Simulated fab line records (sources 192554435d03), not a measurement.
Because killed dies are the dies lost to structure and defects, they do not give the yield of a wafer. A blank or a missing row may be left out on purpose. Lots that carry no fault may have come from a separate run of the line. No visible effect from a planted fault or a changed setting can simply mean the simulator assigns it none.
Split-lot trial	flow n5_finfet	39 wafers read from 7 lots, route of 1938 steps

## ABOUT THE SPLIT
At N5_BEOL_M7_VIA_ETCH_34 (etches SiCOH lowk in C4F6/O2, target depth 125.5 nm, time 50.5 s), the setting time_s was moved away from the recipe's 50.5 s on 9 of the 39 wafers read, by -41.1% to +17.7%. This setting was run at the recipe's value on the other wafers.

The reading comes from the split's own step.

## THE READING
SOC_of_BEOL_M7_COAT_63.thk_nm (the simulator's own value, which no gauge read), in nm, at N5_BEOL_M7_VIA_ETCH_34 (etches SiCOH lowk in C4F6/O2, target depth 125.5 nm, time 50.5 s). The file gives no usual value for it. Average 53.9 nm, standard deviation 0.23 nm, over the 30 wafers here run with the recipe.

wafer	tool, chamber at the split	time_s as run, s	against the recipe	SOC_of_BEOL_M7_COAT_63.thk_nm, nm	against lot-mates on the recipe
L076.1	rie_diel-03, 3	50.5	recipe	54.2	-
L076.2	rie_diel-03, 1	59.46	+17.7%	52.8	-1.3
L076.3	rie_diel-03, 0	50.5	recipe	54.2	-
L076.4	rie_diel-03, 2	50.5	recipe	54	-
L076.5	rie_diel-03, 1	59.46	+17.7%	53	-1.1
L076.6	rie_diel-03, 0	59.46	+17.7%	53.4	-0.7
L082.1	rie_diel-03, 1	50.5	recipe	53.6	-
L082.2	rie_diel-03, 0	50.5	recipe	53.8	-
L082.3	rie_diel-03, 2	50.5	recipe	53.8	-
L082.4	rie_diel-03, 3	50.5	recipe	54	-
L082.5	rie_diel-03, 0	50.5	recipe	54	-
L082.6	rie_diel-03, 3	50.5	recipe	54.2	-
L086.1	rie_diel-04, 3	50.5	recipe	54	-
L086.2	rie_diel-04, 1	50.5	recipe	53.6	-
L086.3	rie_diel-04, 2	50.5	recipe	54	-
L086.4	rie_diel-04, 0	50.5	recipe	53.6	-
L086.5	rie_diel-04, 1	50.5	recipe	53.8	-
L086.6	rie_diel-04, 2	50.5	recipe	54	-
L088.1	rie_diel-03, 1	50.5	recipe	53.6	-
L088.2	rie_diel-03, 3	50.5	recipe	53.8	-
L088.3	rie_diel-03, 0	35.32	-30.1%	55.8	+2.1
L088.4	rie_diel-03, 2	50.5	recipe	53.6	-
L088.5	rie_diel-03, 2	35.32	-30.1%	55.4	+1.7
L088.6	rie_diel-03, 1	35.32	-30.1%	55.6	+1.9
L089.1	rie_diel-03, 2	50.5	recipe	53.4	-
L089.2	rie_diel-03, 1	50.5	recipe	53.6	-
L089.3	rie_diel-03, 3	50.5	recipe	53.6	-
L089.4	rie_diel-03, 0	29.73	-41.1%	56.2	+2.7
L089.5	rie_diel-03, 2	29.73	-41.1%	56.2	+2.7
L089.6	rie_diel-03, 3	29.73	-41.1%	56.2	+2.7
L091.1	rie_diel-03, 0	50.5	recipe	54.4	-
L091.2	rie_diel-03, 1	50.5	recipe	53.8	-
L091.3	rie_diel-03, 2	50.5	recipe	54	-
L091.4	rie_diel-03, 2	50.5	recipe	54	-
L091.5	rie_diel-03, 1	50.5	recipe	54	-
L091.6	rie_diel-03, 0	50.5	recipe	54.2	-
L095.4	rie_diel-05, 3	50.5	recipe	53.8	-
L095.5	rie_diel-05, 3	50.5	recipe	54	-
L095.6	rie_diel-05, 0	50.5	recipe	54	-

FIT RESULTS
A straight line over all 39 wafers: SOC_of_BEOL_M7_COAT_63.thk_nm changes by -0.055 nm for each +1% of time_s; r = -0.96; the points scatter about the line by 0.23 nm.
The same after taking each lot's own level away (the mean of its wafers on the recipe; 39 wafers): -0.064 nm for each +1%; r = -0.98; scatter 0.17 nm.
The reading moves by 2.6 nm for the largest change in time_s, on that fit.
The lots' own levels span 53.53 to 54.13 nm, that is 2.6 times the standard deviation above.
Thus the slope moves with the lot-to-lot level: the two fits are different.
Check: +2.63 nm against its lot-mates is what the line predicts for one of the wafers moved furthest among these (-41.1%) when that wafer is left out of the fit. It came out at +2.67 nm against them.

## OTHER SPLITS APPLIED TO THESE WAFERS
Note: prior to the reading, these wafers also went through further splits. Each is held against what the fit with the lots' levels taken away leaves over:
other split on the same wafers	wafers away from the commonest value	r with SOC_of_BEOL_M7_COAT_63.thk_nm (lot level and that fit taken away)
N5_BEOL_M6_TRENCH_ETCH_37 time_s	12	-0.06

## THE WHOLE CHAIN: every reading that the file lists as answering this split, in the file's order
step	what it does	reading	change (the file's fit)	r (the file's)
N5_BEOL_M7_VIA_ETCH_34	etches SiCOH lowk in C4F6/O2, target depth 125.5 nm, time 50.5 s	etch.depth_nm (the simulator's own value, which no gauge read)	+1.29 nm for each +1% of the setting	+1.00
N5_BEOL_M7_VIA_ETCH_34	etches SiCOH lowk in C4F6/O2, target depth 125.5 nm, time 50.5 s	SOC_of_BEOL_M7_COAT_63.thk_nm (the simulator's own value, which no gauge read)	-0.0642 nm for each +1% of the setting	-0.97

## THE FILE'S OWN FIT
SOC_of_BEOL_M7_COAT_63.thk_nm changes by -0.0642 nm for each +1% of time_s, r = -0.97.
